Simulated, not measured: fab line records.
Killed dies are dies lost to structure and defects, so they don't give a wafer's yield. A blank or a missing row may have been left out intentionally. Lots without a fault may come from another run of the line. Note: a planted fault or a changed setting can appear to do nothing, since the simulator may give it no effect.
fab line records	flow n5Finfet
[record] lots = 24	wafers = 72	lastDay = 18
route steps=1938 shown BEOL_M14@1751 MIM_BOT@1832 MIM_TOP_LITHO@1849 MIM_TOP_ETCH@1851 TV_LITHO@1884
lots that met no fault: from a run of the same line without faults
startH: hours from the record's opening day to when the first of the lot's shown wafers began	waitH: time in hours since the lot's previous step	" same as the row above	L1.1+2: a row that stands for several wafers	- either no value or no given start	* or withheld: withheld	< > ~ a bound
route shown NAME@n: NAME is a module with steps in the file, n the number in the route of the first one	usual: mean/standard deviation taken from wafers without a fault	same: alike in all rows	chamber/n: place in a boat	sites: readings site by site	_std_site: the values' standard deviation	_edge_site: outer sites' mean less inner sites'	radiusMm: for every site, how far away it sits from the centre of the wafer	mask NAME#n: copy n	behind: the tool/chamber that last shaped the wafer	hold: cause of the lot's hold/its duration in hours/its outcome	device: names the non-switching transistor (n, p or np)	end of line: tests of these same wafers at the route's end	step lacking rows: just its recipe	killed: dies lost to structure and defects at the first sort, not the wafer's yield	map: shows each die of a wafer: x if killed, . if not, _ if none is there
set.NAME: the setting as run; set.NAME@STEP: as run at that earlier step	model.NAME: the simulator's own value behind a step, which no gauge read
the route's steps for a sample of lots (tables are steps, rows are wafers)
services: from which hour (startH, from the record's first day; less than 0 if before it) a tool's chamber was out of use, for how many hours, and why
[[steps]]
[step N5_BEOL_M14_ETCH_68]
[recipe] chemistry = N2/H2	target = SOC	maskMaterial = SiARC	sourceW = 3000	biasW = 350	tempC = 40	timeS = 450	ionEnergyEv = 200	pressureMtorr = 30	n2FlowSccm = 200	h2FlowSccm = 200
[usual] drypumpMotorCurrentA = 5.9/0.58	oesProductAu = 0.80/0.072	rfVppV = 522.7/2.3	showerheadPlenumPTorr = 2.50/0.079	throttleValvePct = 17.6/0.3
lot.wafer	tool	chamber	startH	waitH	drypumpMotorCurrentA	oesProductAu	rfHoursCounterH	rfVppV	showerheadPlenumPTorr	throttleValvePct
L074.1	rieDiel-05	3	242.91	0.1	4.9	0.80	65	519.9	2.46	17.2
L074.4	"	2	"	"	6.6	0.69	228	522.0	2.52	18.0
L074.5	"	0	"	"	6.0	0.76	-	522.2	2.45	17.7
L076.2	rieDiel-05	0	249.28	0.1	6.0	0.75	157	521.2	2.45	17.7
L076.3	"	3	"	"	4.9	0.81	67	521.8	2.46	17.2
L076.4	"	2	"	"	6.6	0.69	230	523.5	2.52	18.0
L075.4	rieDiel-06	0	250.59	0.1	4.9	0.69	238	520.7	2.41	18.3
L075.5	"	0	"	"	4.9	0.69	-	520.9	2.41	18.3
L075.6	"	3	"	"	6.5	0.71	-	526.7	2.64	18.1
L077.1	rieDiel-02	0	258.47	0.1	5.1	0.84	76	521.3	2.49	17.8
L077.2	"	1	"	"	5.5	0.82	65	521.5	2.46	17.2
L077.4	"	3	"	"	5.9	0.67	250	522.5	2.51	18.1
L078.1	rieDiel-05	2	262.91	0.1	6.6	0.69	234	521.8	2.51	18.0
L078.4	"	2	"	"	6.6	0.68	-	522.9	2.51	18.0
L078.6	"	1	"	"	6.4	0.87	-	520.9	2.46	17.5
L079.1	rieDiel-02	2	264.91	0.1	6.2	0.77	123	521.9	2.45	17.8
L079.3	"	1	"	"	5.5	0.83	-	523.0	2.46	17.2
L079.6	"	1	"	"	5.5	0.82	-	522.7	2.46	17.2
L081.2	rieDiel-05	3	288.71	0.1	4.9	0.79	81	521.5	2.45	17.2
L081.3	"	0	"	"	6.0	0.75	167	521.9	2.45	17.8
L081.5	"	0	"	"	6.0	0.74	-	520.6	2.45	17.7
L080.3	rieDiel-06	3	294.00	0.1	6.4	0.69	220	526.9	2.64	18.2
L080.4	"	3	"	"	6.5	0.69	-	524.6	2.64	18.2
L080.5	"	2	"	"	6.3	0.85	-	522.5	2.47	17.7
L082.3	rieDiel-05	1	300.29	0.1	6.4	0.86	76	521.8	2.46	17.5
L082.4	"	3	"	"	4.9	0.78	84	520.7	2.45	17.2
L082.5	"	0	"	"	6.0	0.75	-	521.9	2.45	17.7
L083.2	rieDiel-05	2	309.74	0.1	6.6	0.67	250	523.4	2.51	18.1
L083.5	"	1	"	"	6.4	0.86	-	521.4	2.45	17.5
L083.6	"	3	"	"	4.9	0.79	-	522.3	2.45	17.3
L084.2	rieDiel-06	3	311.29	0.1	6.5	0.69	230	526.3	2.63	18.2
L084.3	"	2	"	"	6.2	0.85	75	522.3	2.47	17.7
L084.6	"	3	"	"	6.5	0.68	-	526.8	2.64	18.2
L086.1	rieDiel-05	3	313.22	0.1	4.9	0.79	90	522.4	2.45	17.2
L086.3	"	1	"	"	6.4	0.85	82	522.8	2.45	17.5
L086.5	"	1	"	"	6.4	0.84	-	522.6	2.45	17.5
L085.2	rieDiel-06	0	320.45	0.1	4.9	0.96	1	527.3	2.72	17.8
L085.5	"	2	"	"	6.2	0.84	-	521.2	2.47	17.7
L085.6	"	1	"	"	5.9	0.87	-	529.3	2.67	17.2
L087.1	rieDiel-02	1	332.92	0.1	5.5	0.80	89	522.6	2.45	17.3
L087.5	"	3	"	"	5.9	0.90	-	522.5	2.50	17.8
L087.6	"	0	"	"	5.0	0.81	-	521.7	2.48	17.8
L090.2	rieDiel-05	1	348.29	0.1	6.3	0.83	97	522.2	2.45	17.5
L090.3	"	0	"	"	6.0	0.72	189	520.3	2.44	17.8
L090.5	"	1	"	"	6.4	0.83	-	521.1	2.45	17.5
L088.1	rieDiel-05	1	349.16	0.1	6.4	0.83	98	522.2	2.45	17.5
L088.3	"	3	"	"	4.9	0.77	105	521.0	2.44	17.3
L088.4	"	0	"	"	6.0	0.72	189	521.4	2.44	17.8
L091.2	rieDiel-06	3	352.02	0.1	6.4	0.67	241	525.6	2.63	18.2
L091.3	"	0	"	"	4.9	0.92	10	527.7	2.72	17.8
L091.6	"	1	"	"	5.9	0.85	-	527.5	2.67	17.3
L089.1	rieDiel-02	3	353.91	0.1	6.0	0.89	27	522.9	2.50	17.8
L089.4	"	1	"	"	5.5	0.79	98	521.4	2.45	17.3
L089.5	"	1	"	"	5.5	0.78	-	523.9	2.45	17.3
L093.3	rieDiel-05	1	369.76	0.1	6.4	0.83	104	522.0	2.44	17.5
L093.4	"	0	"	"	6.0	0.72	196	520.3	2.43	17.8
L093.6	"	1	"	"	6.3	0.83	-	521.5	2.44	17.5
L092.1	rieDiel-02	1	370.01	0.1	5.5	0.79	104	520.8	2.45	17.3
L092.2	"	3	"	"	6.0	0.88	32	524.1	2.50	17.8
L092.3	"	0	"	"	5.1	0.80	110	521.8	2.47	17.9
L094.1	rieDiel-02	2	370.95	0.1	6.2	0.73	158	521.2	2.44	17.9
L094.5	"	0	"	"	5.1	0.80	-	521.1	2.47	17.9
L094.6	"	1	"	"	5.5	0.79	-	521.5	2.45	17.3
L095.2	rieDiel-05	3	379.45	0.1	4.9	0.76	115	520.5	2.44	17.3
L095.3	"	0	"	"	6.0	0.72	200	520.9	2.43	17.8
L095.4	"	2	"	"	6.6	0.93	18	522.4	2.50	17.6
L096.2	rieDiel-02	0	403.78	0.1	5.1	0.79	120	521.3	2.47	17.9
L096.4	"	1	"	"	5.5	0.77	114	522.2	2.44	17.3
L096.6	"	2	"	"	6.2	0.72	-	520.9	2.44	17.9
L097.3	rieDiel-06	0	404.40	0.1	4.9	0.88	28	529.3	2.71	17.9
L097.5	"	2	"	"	6.2	0.81	-	523.1	2.46	17.8
L097.6	"	1	"	"	5.9	0.83	-	527.5	2.66	17.3
[step N5_MIM_BOT_DEGAS_01]
[recipe] ambient = vacuum	tempC = 300	timeS = 60
[usual] heaterPowerW = 474/39
lot.wafer	tool	chamber	startH	waitH	heaterPowerW
L074.1	pvdSputter-03	-	256.04	0.7	445
L074.4	"	-	"	"	464
L074.5	"	-	"	"	449
L076.2	pvdSputter-01	-	259.71	0.7	474
L076.3	"	-	"	"	435
L076.4	"	-	"	"	440
L075.4	pvdSputter-01	-	261.87	0.3	430
L075.5	"	-	"	"	435
L075.6	"	-	"	"	472
L077.1	pvdSputter-02	-	269.50	0.5	457
L077.2	"	-	"	"	497
L077.4	"	-	"	"	581
L078.1	pvdSputter-02	-	276.53	3.0	504
L078.4	"	-	"	"	579
L078.6	"	-	"	"	447
L079.1	pvdSputter-02	-	276.65	2.7	466
L079.3	"	-	"	"	495
L079.6	"	-	"	"	482
L081.2	pvdSputter-02	-	300.93	1.3	501
L081.3	"	-	"	"	581
L081.5	"	-	"	"	577
L080.3	pvdSputter-02	-	304.46	0.6	448
L080.4	"	-	"	"	466
L080.5	"	-	"	"	481
L082.3	pvdSputter-03	-	310.01	0.6	497
L082.4	"	-	"	"	464
L082.5	"	-	"	"	450
L083.2	pvdSputter-03	-	322.20	2.6	459
L083.5	"	-	"	"	484
L083.6	"	-	"	"	456
L084.2	pvdSputter-03	-	322.42	1.9	465
L084.3	"	-	"	"	459
L084.6	"	-	"	"	475
L086.1	pvdSputter-03	-	322.74	0.6	456
L086.3	"	-	"	"	458
L086.5	"	-	"	"	456
L085.2	pvdSputter-03	-	333.46	0.3	444
L085.5	"	-	"	"	467
L085.6	"	-	"	"	454
L087.1	pvdSputter-02	-	344.68	1.1	458
L087.5	"	-	"	"	499
L087.6	"	-	"	"	464
L090.2	pvdSputter-02	-	359.95	1.9	454
L090.3	"	-	"	"	469
L090.5	"	-	"	"	498
L088.1	pvdSputter-03	-	363.44	0.4	459
L088.3	"	-	"	"	494
L088.4	"	-	"	"	455
L091.2	pvdSputter-01	-	369.73	0.3	429
L091.3	"	-	"	"	429
L091.6	"	-	"	"	456
L089.1	pvdSputter-02	-	373.29	1.6	467
L089.4	"	-	"	"	452
L089.5	"	-	"	"	504
L093.3	pvdSputter-01	-	382.43	0.4	431
L093.4	"	-	"	"	437
L093.6	"	-	"	"	449
L092.1	pvdSputter-01	-	382.79	0.5	473
L092.2	"	-	"	"	432
L092.3	"	-	"	"	452
L094.1	pvdSputter-01	-	383.03	0.1	428
L094.5	"	-	"	"	455
L094.6	"	-	"	"	432
L095.2	pvdSputter-03	-	397.08	2.1	453
L095.3	"	-	"	"	506
L095.4	"	-	"	"	459
L096.2	pvdSputter-02	-	419.88	0.4	588
L096.4	"	-	"	"	518
L096.6	"	-	"	"	468
L097.3	pvdSputter-01	-	420.44	0.0	431
L097.5	"	-	"	"	445
L097.6	"	-	"	"	430
[step N5_MIM_TOP_LITHO_INSPECT_12]
[recipe] mode = adi	inspectInstrument = macro
[usual] rawDefectCount = 2.1/1.5
lot.wafer	tool	chamber	startH	waitH	rawDefectCount
L074.1	defectInspect-02	-	259.49	0.0	0
L074.4	"	-	"	"	1
L074.5	"	-	"	"	3
L076.2	defectInspect-02	-	261.48	0.0	1
L076.3	"	-	"	"	3
L076.4	"	-	"	"	1
L075.4	defectInspect-02	-	264.95	0.0	3
L075.5	"	-	"	"	0
L075.6	"	-	"	"	4
L077.1	defectInspect-02	-	271.11	0.0	1
L077.2	"	-	"	"	2
L077.4	"	-	"	"	5
L078.1	defectInspect-01	-	277.94	0.0	3
L078.4	"	-	"	"	2
L078.6	"	-	"	"	1
L079.1	defectInspect-02	-	278.09	0.0	1
L079.3	"	-	"	"	2
L079.6	"	-	"	"	4
L081.2	defectInspect-02	-	302.34	0.0	1
L081.3	"	-	"	"	2
L081.5	"	-	"	"	2
L080.3	defectInspect-02	-	306.68	0.0	0
L080.4	"	-	"	"	0
L080.5	"	-	"	"	2
L082.3	defectInspect-01	-	311.48	0.0	3
L082.4	"	-	"	"	4
L082.5	"	-	"	"	3
L083.2	defectInspect-02	-	323.59	0.0	0
L083.5	"	-	"	"	4
L083.6	"	-	"	"	3
L084.2	defectInspect-02	-	323.83	0.0	2
L084.3	"	-	"	"	2
L084.6	"	-	"	"	2
L086.1	defectInspect-01	-	324.14	0.0	0
L086.3	"	-	"	"	4
L086.5	"	-	"	"	2
L085.2	defectInspect-02	-	334.59	0.0	3
L085.5	"	-	"	"	3
L085.6	"	-	"	"	2
L087.1	defectInspect-01	-	346.07	0.0	0
L087.5	"	-	"	"	1
L087.6	"	-	"	"	1
L090.2	defectInspect-01	-	361.42	0.0	5
L090.3	"	-	"	"	0
L090.5	"	-	"	"	1
L088.1	defectInspect-01	-	366.55	0.0	3
L088.3	"	-	"	"	3
L088.4	"	-	"	"	2
L091.2	defectInspect-01	-	370.81	0.0	3
L091.3	"	-	"	"	1
L091.6	"	-	"	"	2
L089.1	defectInspect-02	-	375.31	0.0	1
L089.4	"	-	"	"	1
L089.5	"	-	"	"	1
L093.3	defectInspect-01	-	383.76	0.0	0
L093.4	"	-	"	"	1
L093.6	"	-	"	"	1
L092.1	defectInspect-01	-	385.83	0.0	5
L092.2	"	-	"	"	1
L092.3	"	-	"	"	2
L094.1	defectInspect-02	-	386.08	0.0	2
L094.5	"	-	"	"	2
L094.6	"	-	"	"	1
L095.2	defectInspect-02	-	398.32	0.0	4
L095.3	"	-	"	"	0
L095.4	"	-	"	"	2
L096.2	defectInspect-01	-	422.99	0.0	2
L096.4	"	-	"	"	7
L096.6	"	-	"	"	1
L097.3	defectInspect-02	-	423.23	0.0	1
L097.5	"	-	"	"	2
L097.6	"	-	"	"	3
[step N5_MIM_TOP_ETCH_ETCH_00]
[recipe] chemistry = Cl2/BCl3	target = TiN	targetDepthA = 385	ionEnergyEv = 150	pressureMtorr = 10	icpW = 1000	biasW = 126	Cl2_flow_sccm = 53.25	bcl3FlowSccm = 21.75	Ar_flow_sccm = 25
[usual] drypumpMotorCurrentA = 5.94/0.26	heBacksideLeakSccm = 3.4/0.33	oesProductAu = 0.76/0.093	throttleValvePct = 22.79/0.17
lot.wafer	tool	chamber	startH	waitH	drypumpMotorCurrentA	heBacksideLeakSccm	oesProductAu	rfHoursCounterH	throttleValvePct
L074.1	rieMetal-03	1	259.61	0.1	6.08	3.1	0.71	69	22.54
L074.4	"	1	"	"	6.08	3.3	0.71	-	22.54
L074.5	"	1	"	"	6.03	3.3	0.71	-	22.53
L076.2	rieMetal-01	0	261.60	0.1	6.15	3.5	0.69	96	22.74
L076.3	"	0	"	"	6.19	3.3	0.69	-	22.72
L076.4	"	1	"	"	6.05	3.6	0.61	-	23.23
L075.4	rieMetal-03	1	265.14	0.1	6.07	3.5	0.70	-	22.54
L075.5	"	0	"	"	6.27	3.4	0.87	-	22.79
L075.6	"	1	"	"	6.06	3.4	0.71	-	22.53
L077.1	rieMetal-01	0	271.50	0.1	6.18	3.2	0.69	96	22.73
L077.2	"	1	"	"	6.03	3.6	0.61	114	23.24
L077.4	"	1	"	"	6.01	3.6	0.61	-	23.23
L078.1	rieMetal-01	0	278.06	0.1	6.19	3.5	0.69	97	22.72
L078.4	"	1	"	"	6.01	3.6	0.61	-	23.22
L078.6	"	1	"	"	6.01	3.3	0.62	-	23.23
L079.1	rieMetal-02	1	278.21	0.1	5.49	3.3	0.83	17	22.72
L079.3	"	1	"	"	5.49	3.4	0.83	-	22.73
L079.6	"	0	"	"	5.80	3.3	0.83	-	22.67
L081.2	rieMetal-01	1	302.72	0.1	6.01	3.3	0.61	116	23.22
L081.3	"	0	"	"	6.19	3.2	0.68	-	22.73
L081.5	"	1	"	"	6.03	3.5	0.61	-	23.23
L080.3	rieMetal-01	1	306.84	0.1	6.01	3.6	0.61	-	23.25
L080.4	"	0	"	"	6.16	3.0	0.68	-	22.75
L080.5	"	1	"	"	5.98	3.7	0.61	-	23.22
L082.3	rieMetal-02	1	311.85	0.1	5.50	3.4	0.82	-	22.75
L082.4	"	0	"	"	5.85	3.5	0.81	-	22.70
L082.5	"	0	"	"	5.81	3.4	0.81	-	22.71
L083.2	rieMetal-02	0	323.72	0.1	5.84	3.5	0.81	38	22.68
L083.5	"	0	"	"	5.83	3.3	0.82	-	22.68
L083.6	"	1	"	"	5.48	3.2	0.82	-	22.75
L084.2	rieMetal-03	0	323.95	0.1	6.24	3.5	0.85	23	22.83
L084.3	"	0	"	"	6.28	3.5	0.84	-	22.83
L084.6	"	1	"	"	6.03	3.3	0.70	-	22.56
L086.1	rieMetal-01	0	324.26	0.1	6.21	3.3	0.67	101	22.75
L086.3	"	0	"	"	6.17	3.1	0.68	-	22.74
L086.5	"	0	"	"	6.16	3.3	0.68	-	22.73
L085.2	rieMetal-01	0	334.71	0.1	6.18	3.3	0.67	102	22.74
L085.5	"	1	"	"	6.02	3.3	0.99	-	22.90
L085.6	"	0	"	"	6.17	3.0	0.67	-	22.75
L087.1	rieMetal-01	0	346.20	0.1	6.16	3.2	0.67	104	22.77
L087.5	"	1	"	"	6.02	3.1	0.95	-	22.90
L087.6	"	0	"	"	6.19	3.2	0.67	-	22.76
L090.2	rieMetal-03	0	361.54	0.1	6.25	3.3	0.83	25	22.84
L090.3	"	0	"	"	6.27	3.2	0.84	-	22.85
L090.5	"	1	"	"	6.06	3.2	0.69	-	22.56
L088.1	rieMetal-03	1	366.71	0.1	6.02	3.1	0.69	78	22.56
L088.3	"	1	"	"	6.04	6.2	0.68	-	22.56
L088.4	"	0	"	"	6.27	3.4	0.83	-	22.83
L091.2	rieMetal-02	1	371.54	0.1	5.49	3.2	0.80	25	22.75
L091.3	"	0	"	"	5.81	3.4	0.80	-	22.72
L091.6	"	1	"	"	5.49	3.2	0.81	-	22.74
L089.1	rieMetal-02	0	375.57	0.1	5.80	3.2	0.80	43	22.71
L089.4	"	1	"	"	5.49	4.0	0.79	-	22.75
L089.5	"	0	"	"	5.80	3.2	0.80	-	22.72
L093.3	rieMetal-02	0	383.92	0.1	5.81	3.4	0.79	-	22.70
L093.4	"	1	"	"	5.49	4.6	0.79	-	22.75
L093.6	"	1	"	"	5.48	3.3	0.80	-	22.75
L092.1	rieMetal-01	1	386.07	0.1	6.06	3.4	0.91	5	22.91
L092.2	"	1	"	"	6.02	3.3	0.92	-	22.92
L092.3	"	1	"	"	6.03	3.3	0.91	-	22.92
L094.1	rieMetal-03	1	386.31	0.1	6.02	3.4	0.68	81	22.57
L094.5	"	1	"	"	6.03	3.4	0.68	-	22.56
L094.6	"	0	"	"	6.28	3.4	0.82	-	22.84
L095.2	rieMetal-02	1	398.44	0.1	5.51	3.2	0.80	27	22.76
L095.3	"	1	"	"	5.49	3.4	0.80	-	22.74
L095.4	"	0	"	"	5.81	3.3	0.80	-	22.71
L096.2	rieMetal-02	0	424.17	0.1	5.80	3.3	0.80	47	22.72
L096.4	"	1	"	"	5.48	3.2	0.79	-	22.76
L096.6	"	0	"	"	5.81	3.2	0.80	-	22.70
L097.3	rieMetal-02	1	424.88	0.1	5.50	3.3	0.78	-	22.76
L097.5	"	0	"	"	5.80	3.3	0.79	-	22.71
L097.6	"	1	"	"	5.48	3.3	0.79	-	22.76
[step N5_MIM_TOP_ETCH_PECVD_03]
[recipe] material = SiNx	targetThkA = 200	tempC = 400	precursor = SiH4/NH3/N2	pressureTorr = 1.5	rfW = 300	timeS = 17.6
[usual] heaterPowerOuterW = 484/67	heaterPowerW = 779/87	showerheadPlenumPTorr = 5.15/0.091	throttleValvePct = 40.1/2.4
lot.wafer	tool	chamber	startH	waitH	heaterPowerOuterW	heaterPowerW	showerheadPlenumPTorr	throttleValvePct
L074.1	pecvd-01	2	259.81	-	534	846	5.32	37.5
L074.4	"	0	"	"	409	695	5.13	39.7
L074.5	"	2	"	"	550	838	5.31	37.6
L076.2	pecvd-04	1	261.81	-	567	863	5.28	42.3
L076.3	"	2	"	"	535	882	5.14	39.1
L076.4	"	0	"	"	415	695	5.14	38.9
L075.4	pecvd-04	0	265.32	-	389	706	5.16	38.9
L075.5	"	1	"	"	567	846	5.28	42.7
L075.6	"	2	"	"	504	839	5.15	39.4
L077.1	pecvd-02	1	271.75	-	424	637	5.06	39.1
L077.2	"	2	"	"	405	757	5.09	38.3
L077.4	"	0	"	"	498	691	5.06	39.4
L078.1	pecvd-04	1	278.26	-	584	875	5.30	42.2
L078.4	"	1	"	"	575	874	5.28	42.5
L078.6	"	0	"	"	465	761	5.16	39.2
L079.1	pecvd-04	0	278.42	-	411	710	5.15	38.8
L079.3	"	1	"	"	621	927	5.29	42.3
L079.6	"	0	"	"	405	696	5.14	39.2
L081.2	pecvd-02	2	302.94	-	479	850	5.08	38.3
L081.3	"	1	"	"	392	609	5.06	39.0
L081.5	"	1	"	"	388	596	5.05	38.9
L080.3	pecvd-01	1	307.20	-	530	902	5.23	45.5
L080.4	"	2	"	"	463	722	5.32	37.5
L080.5	"	1	"	"	516	889	5.22	45.4
L082.3	pecvd-02	2	312.02	-	386	747	5.07	38.5
L082.4	"	0	"	"	526	752	5.05	39.8
L082.5	"	1	"	"	442	667	5.05	38.7
L083.2	pecvd-02	2	323.94	-	482	839	5.08	38.5
L083.5	"	2	"	"	482	848	5.08	38.8
L083.6	"	0	"	"	587	850	5.06	39.6
L084.2	pecvd-02	2	324.16	-	416	784	5.08	38.5
L084.3	"	0	"	"	582	826	5.05	39.4
L084.6	"	0	"	"	599	827	5.04	39.6
L086.1	pecvd-02	2	324.58	-	476	855	5.08	38.4
L086.3	"	1	"	"	423	636	5.06	39.0
L086.5	"	2	"	"	479	855	5.10	38.7
L085.2	pecvd-04	1	334.91	-	598	897	5.29	42.3
L085.5	"	2	"	"	579	923	5.15	39.4
L085.6	"	0	"	"	458	784	5.15	39.3
L087.1	pecvd-01	0	346.44	-	403	695	5.13	39.8
L087.5	"	0	"	"	416	677	5.13	39.6
L087.6	"	2	"	"	537	852	5.31	37.6
L090.2	pecvd-04	1	361.74	-	602	866	5.29	42.4
L090.3	"	2	"	"	482	787	5.14	39.2
L090.5	"	0	"	"	392	694	5.14	38.8
L088.1	pecvd-01	1	366.92	-	545	924	5.22	45.5
L088.3	"	0	"	"	442	712	5.13	39.5
L088.4	"	1	"	"	557	916	5.22	45.4
L091.2	pecvd-02	2	371.79	-	409	793	5.08	38.5
L091.3	"	0	"	"	526	736	5.05	40.1
L091.6	"	2	"	"	430	789	5.09	38.8
L089.1	pecvd-02	0	375.86	-	570	777	5.06	39.5
L089.4	"	1	"	"	382	615	5.05	38.7
L089.5	"	0	"	"	556	774	5.05	39.8
L093.3	pecvd-01	0	384.10	-	466	738	5.12	39.5
L093.4	"	0	"	"	467	749	5.12	39.7
L093.6	"	2	"	"	492	767	5.32	37.7
L092.1	pecvd-01	2	386.39	-	539	827	5.32	37.5
L092.2	"	1	"	"	461	789	5.22	45.9
L092.3	"	0	"	"	459	756	5.13	39.6
L094.1	pecvd-01	1	386.52	-	523	900	5.21	45.7
L094.5	"	1	"	"	535	875	5.23	45.8
L094.6	"	0	"	"	457	764	5.13	39.6
L095.2	pecvd-01	1	398.65	-	566	888	5.22	45.7
L095.3	"	0	"	"	433	722	5.13	39.5
L095.4	"	2	"	"	495	768	5.33	37.5
L096.2	pecvd-01	2	424.37	-	491	762	5.31	37.7
L096.4	"	1	"	"	458	791	5.22	45.7
L096.6	"	0	"	"	425	714	5.13	39.5
L097.3	pecvd-02	2	425.07	-	397	741	5.07	39.0
L097.5	"	2	"	"	391	740	5.09	38.9
L097.6	"	1	"	"	432	666	5.05	38.9
[step N5_PASSIVATION_OVL_MEAS_60]
[recipe] pointsPerWafer = 44
[usual] TV_OVL = 0/6.6
lot.wafer	tool	chamber	startH	waitH	TV_OVL[nm]
L076.2	overlay-01	0	264.36	0.0	1
L076.3	"	0	"	"	-11
L076.4	"	0	"	"	-7
L074.1	overlay-02	0	265.20	0.0	3
L074.4	"	0	"	"	-10
L074.5	"	0	"	"	-3
L075.4	overlay-01	0	268.92	0.0	-7
L075.5	"	0	"	"	4
L075.6	"	0	"	"	-1
L077.1	overlay-01	0	275.99	0.0	-3
L077.2	"	0	"	"	-4
L077.4	"	0	"	"	-4
L078.1	overlay-01	0	282.17	0.0	3
L078.4	"	0	"	"	-5
L078.6	"	0	"	"	-3
L079.1	overlay-01	0	282.33	0.0	4
L079.3	"	0	"	"	-4
L079.6	"	0	"	"	3
L081.2	overlay-02	0	306.19	0.0	-1
L081.3	"	0	"	"	-14
L081.5	"	0	"	"	-4
L080.3	overlay-01	0	309.17	0.0	-13
L080.4	"	0	"	"	1
L080.5	"	0	"	"	-5
L082.3	overlay-01	0	313.77	0.0	-3
L082.4	"	0	"	"	-10
L082.5	"	0	"	"	-6
L086.1	overlay-02	0	330.64	0.0	5
L086.3	"	0	"	"	2
L086.5	"	0	"	"	3
L083.2	overlay-01	0	333.09	0.0	3
L083.5	"	0	"	"	-3
L083.6	"	0	"	"	7
L084.2	overlay-02	0	333.25	0.0	-2
L084.3	"	0	"	"	7
L084.6	"	0	"	"	7
L085.2	overlay-02	0	340.18	0.0	5
L085.5	"	0	"	"	7
L085.6	"	0	"	"	3
L087.1	overlay-02	0	348.62	0.0	13
L087.5	"	0	"	"	15
L087.6	"	0	"	"	8
L090.2	overlay-01	0	365.79	0.0	6
L090.3	"	0	"	"	-7
L090.5	"	0	"	"	-3
L088.1	overlay-01	0	368.86	0.0	-7
L088.3	"	0	"	"	-10
L088.4	"	0	"	"	0
L091.2	overlay-02	0	373.87	0.0	0
L091.3	"	0	"	"	5
L091.6	"	0	"	"	-2
L089.1	overlay-01	0	378.82	0.0	5
L089.4	"	0	"	"	2
L089.5	"	0	"	"	4
L093.3	overlay-01	0	391.52	0.0	6
L093.4	"	0	"	"	2
L093.6	"	0	"	"	5
L094.1	overlay-02	0	392.36	0.0	7
L094.5	"	0	"	"	10
L094.6	"	0	"	"	16
L092.1	overlay-01	0	392.89	0.0	-11
L092.2	"	0	"	"	-2
L092.3	"	0	"	"	-17
L095.2	overlay-02	0	403.37	0.0	-7
L095.3	"	0	"	"	-14
L095.4	"	0	"	"	-5
L097.3	overlay-02	0	430.52	0.0	-2
L097.5	"	0	"	"	-2
L097.6	"	0	"	"	-4
L096.2	overlay-01	0	430.68	0.0	-6
L096.4	"	0	"	"	-12
L096.6	"	0	"	"	-12
[[services]]
tool	chamber	startH	hours	kind
rieDiel-06	0	220.63	6.6	repair
rieDiel-02	-	229.71	0.5	repair
rieMetal-01	0	230.40	9.5	repair
rieMetal-01	-	231.09	1.8	repair
rieDiel-05	0	258.19	9.4	repair
rieDiel-02	0	264.49	9.9	repair
pvdSputter-02	-	279.52	3.8	repair
pecvd-01	-	289.64	1.0	repair
pecvd-04	1	298.99	6.2	repair
rieDiel-05	0	307.30	4.3	repair
rieDiel-05	2	311.74	-	clean
pecvd-04	1	317.58	4.5	repair
pvdSputter-01	-	320.04	19.6	repair
rieDiel-06	3	328.29	2.5	repair
rieMetal-01	1	328.92	3.0	repair
pvdSputter-01	-	354.53	5.4	repair
rieDiel-05	3	376.16	2.3	repair
rieDiel-02	-	381.76	0.5	repair
rieDiel-06	3	382.22	2.3	repair
rieDiel-06	2	382.64	11.7	repair
pvdSputter-01	-	386.41	4.6	repair
rieDiel-06	0	392.19	4.8	repair
pvdSputter-01	-	412.36	3.4	repair
rieDiel-02	-	413.98	13.0	repair
[[key]]
fault none
